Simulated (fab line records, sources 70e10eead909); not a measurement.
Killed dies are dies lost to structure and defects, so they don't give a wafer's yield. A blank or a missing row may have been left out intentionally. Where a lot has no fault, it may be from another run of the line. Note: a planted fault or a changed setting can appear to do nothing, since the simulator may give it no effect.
Chamber matching | flow nand harc | rie diel-02 running NHARC_A_CONTACT_ETCH_110: 4 sister chambers
The step etches the open film in CF4/O2, target depth 60 nm, overetch 6 nm, time 33 s. 4 wafers are shown with their chamber, then 9 later ones without.

WAFERS WITH THEIR CHAMBER
wafer  | chamber | showerhead plenum p Torr (Torr)
L705.2 | 3       | 1.29
L705.4 | 0       | 1.24
L711.4 | 1       | 1.29
L711.6 | 2       | 1.27

WAFERS WITH NO CHAMBER GIVEN
wafer  | showerhead plenum p Torr (Torr)
L717.1 | 1.27
L717.2 | 1.28
L717.4 | 1.23
L716.2 | 1.23
L716.4 | 1.29
L716.5 | 1.29
L718.1 | 1.23
L718.2 | 1.27
L718.3 | 1.28

EACH ONE'S CHAMBER
wafer  | from the rows above          | in truth
L717.1 | 2                            | 2
L717.2 | can't be placed: 1 or 2 or 3 | 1
L717.4 | 0                            | 0
L716.2 | 0                            | 0
L716.4 | can't be placed: 1 or 3      | 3
L716.5 | can't be placed: 1 or 3      | 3
L718.1 | 0                            | 0
L718.2 | 2                            | 2
L718.3 | can't be placed: 1 or 2 or 3 | 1
5 of 9 placed correctly. These rows do not allow placing 4 (true chamber among the candidates in 4). Number placed wrongly: 0.
How it was worked out, from the rows above alone: a wafer's distance from a chamber is the root of the sum, over the readings, of the square of ((its reading less the chamber's mean) divided by the reading's scatter). The wafer belongs to the nearest chamber; if the next one is less than 2 further off, it can't be placed. A chamber's mean is the mean of its shown wafers. The scatter (one wafer shown for each chamber): square how far every hidden wafer sits from the nearest shown wafer, average those squares and take the square root.
